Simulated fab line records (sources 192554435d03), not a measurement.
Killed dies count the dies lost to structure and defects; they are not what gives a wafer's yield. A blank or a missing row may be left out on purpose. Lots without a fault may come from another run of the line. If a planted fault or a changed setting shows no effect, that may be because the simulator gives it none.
A lot that was struck, set against a sound lot || flow n5 finfet || 36 out of 1938 route steps
Sound: the wafers L103.1, L103.5, L103.6. The struck wafers were L119.4, L119.5, L119.6. The cause is named last.
Order at every step that has rows: each side's tool, ch and its chambers, its first start. Under that, the readings that differ: sound wafers || struck wafers || difference of the means || sigmas: that difference in standard deviations of wafers without a fault.
alike: words and numbers the same on both sides, and readings whose means are apart by under 2 such deviations; not compared: readings that were withheld, readings missing a value for some wafer, numbers with overlapping values and no deviation given by the record, and bounds like >300 which may hide the same value.
A row with sigmas, a row that says differs or no value, or rows on one side alone: a step with any of these is where the two part. Numbers that don't overlap but have no deviation are shown without sigmas and don't part them. A reading missing from all wafers of one side parts the sides only when that side holds two or more wafers.

first, 9 steps without rows for these wafers: N5_BEOL_M4_ANNEAL_95 (time 240 s); N5_BEOL_M4_SPUTTER_96 (material Cu, target thk 4.5 nm, time 8.29 s); N5_BEOL_M4_ECD_50 (material Cu, target thk 300 nm); N5_BEOL_M4_ANNEAL_51 (time 90 s); N5_BEOL_M4_CMP_52 (polishes, stops on SiOC, t overpolish 6.8 s, target thk 40 nm); N5_BEOL_M4_PRE_CLEAN_60 (time 15 s); N5_BEOL_M4_CO_CAP_55 (material Co, precursor CCTBA/H2, target thk 2 nm, time 102.1 s); N5_BEOL_M4_PRE_CLEAN_56 (time 15 s); N5_BEOL_M4_DEP_57 (deposits SiCN from 3MS/NH3, target thk 8 nm, time 14 s).
N5_BEOL_M4_RC_MEAS_101:
  sound on prober-02 ch 0, day 7 19:55; struck on prober-02 ch 0, day 12 04:21
  alike: DIBL_N, DIBL_P, IOFF_N, IOFF_P, ION_N, ION_P, SS_N, SS_P, VT_N, VT_P
then, 24 steps without rows for these wafers: N5_BEOL_M5_ILD_DEP_00 (deposits SiCOH lowk from DEMS/porogen, target thk 140.64 nm, time 25.9 s); N5_BEOL_M5_CURE_79 (cures SiCOH lowk, time 240 s); N5_BEOL_M5_PECVD_70 (deposits SiO2 from TEOS/O2, target thk 16 nm, time 18 s); N5_BEOL_M5_HM_DEP_02 (deposits TiN, target thk 20 nm); N5_BEOL_M5_COAT_59 (time 60 s, resist thk 60 nm); N5_BEOL_M5_COAT_60 (time 60 s, resist thk 12 nm); N5_BEOL_M5_COAT_71 (time 60 s, resist thk 5 nm); N5_BEOL_M5_COAT_05 (resist thk 30 nm); N5_BEOL_M5_EBR_07; N5_BEOL_M5_SOFTBAKE_06 (time 60 s); N5_BEOL_M5_EXPOSE_08 (exposes mask M5, target cd 28 nm); N5_BEOL_M5_PEB_09 (peb time 60 s); N5_BEOL_M5_DEVELOP_10 (develop time 30 s); N5_BEOL_M5_DESCUM_16 (chemistry O2, time 7 s); N5_BEOL_M5_ETCH_72 (etches underlayer in N2/H2, target depth 6.5 nm, time 5.2 s); N5_BEOL_M5_ETCH_61 (etches SiARC in CF4, target depth 15.6 nm, time 26 s); N5_BEOL_M5_ETCH_62 (etches SOC in N2/H2, target depth 75 nm, overetch 15 nm, time 112.5 s); N5_BEOL_M5_STRIP_63 (strips in N2/H2); N5_BEOL_M5_STRIP_73 (strips in N2/H2); N5_BEOL_M5_STRIP_64 (strips in CF4); N5_BEOL_M5_HM_OPEN_17 (chemistry Cl2/BCl3, target TiN, target depth 20 nm, overetch 6 nm); N5_BEOL_M5_STRIP_19 (strips in O2); N5_BEOL_M5_COAT_65 (time 60 s, resist thk 60 nm); N5_BEOL_M5_COAT_66 (time 60 s, resist thk 12 nm).
-- here the record skips 2 days between the struck wafers' starts before and after, leaving off in module BEOL_M5 and picking up in module BEOL_M11 (first step shown: number 1539 of the route) --
N5_BEOL_M11_PECVD_70: deposits SiO2 from TEOS/O2, target thk 20 nm, time 22.7 s.
  sound on pecvd-01 ch 1,2, day 10 02:34; struck on pecvd-04 ch 0,1,2, day 14 13:50
  no value came back on the struck wafers for any of 5 readings (chamber pressure Torr (Torr), heater power outer w (W) and others); on the sound wafers chamber pressure Torr (Torr) reads 5.512 5.540 5.491
-- the record jumps here: 2 days lie between the struck wafers' starts before and after (it left off in module BEOL_M11 and takes up again in module PASSIVATION, whose first step shown is number 1936 of the route) --
N5_PASSIVATION_PROBE_49:
  the record has rows for the struck wafers here (prober-01, day 16 22:04) and none for the sound ones

WHERE THEY PART
Last at N5_PASSIVATION_PROBE_49 as far as this record goes, first at N5_BEOL_M11_PECVD_70.

WHY: whatever the simulator had introduced
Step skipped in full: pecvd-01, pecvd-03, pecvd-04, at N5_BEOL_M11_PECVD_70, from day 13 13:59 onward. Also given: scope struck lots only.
